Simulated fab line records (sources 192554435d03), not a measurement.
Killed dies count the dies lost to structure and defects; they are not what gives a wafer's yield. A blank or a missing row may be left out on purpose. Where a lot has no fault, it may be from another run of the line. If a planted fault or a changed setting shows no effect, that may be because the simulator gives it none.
Matching of chambers | flow n5Finfet | 4 sister chambers for N5_SPACER0_ALD_08 on aldSin-01
The step deposits SiNx, target thk 2 nm. 4 wafers are shown with their chamber, then 7 later ones without.

== WAFERS PAIRED WITH THEIR CHAMBERS ==
wafer  | chamber | heaterPowerW (W)
L415.2 | 1       | 979
L422.4 | 3       | 779
L425.2 | 0       | 856
L425.3 | 2       | 757

== WAFERS WHOSE CHAMBER IS MISSING ==
wafer  | heaterPowerW (W)
L425.5 | 792
L426.2 | 789
L426.3 | 751
L426.4 | 980
L427.1 | 756
L427.2 | 777
L427.4 | 785

== EACH ONE'S CHAMBER ==
wafer  | from the rows above | in truth
L425.5 | 3                   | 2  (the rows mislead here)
L426.2 | 3                   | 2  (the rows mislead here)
L426.3 | 2                   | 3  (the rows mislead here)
L426.4 | 1                   | 1
L427.1 | 2                   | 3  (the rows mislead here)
L427.2 | 3                   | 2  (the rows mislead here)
L427.4 | 3                   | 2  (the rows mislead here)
Placed correctly: 1 of 7. Left unplaced by these rows: 0. Wrongly placed: 6.
How it was worked out, from the rows above alone: a wafer's distance from a chamber is the root of the sum, over the readings, of the square of ((its reading less the chamber's mean) divided by the reading's scatter). The wafer belongs to the nearest chamber; if the next one is less than 2 further off, it can't be placed. Each chamber's mean is taken over the wafers shown for it. The scatter: with one shown wafer a chamber, the root of the mean of the squares of how far each hidden wafer lies from its nearest shown one.
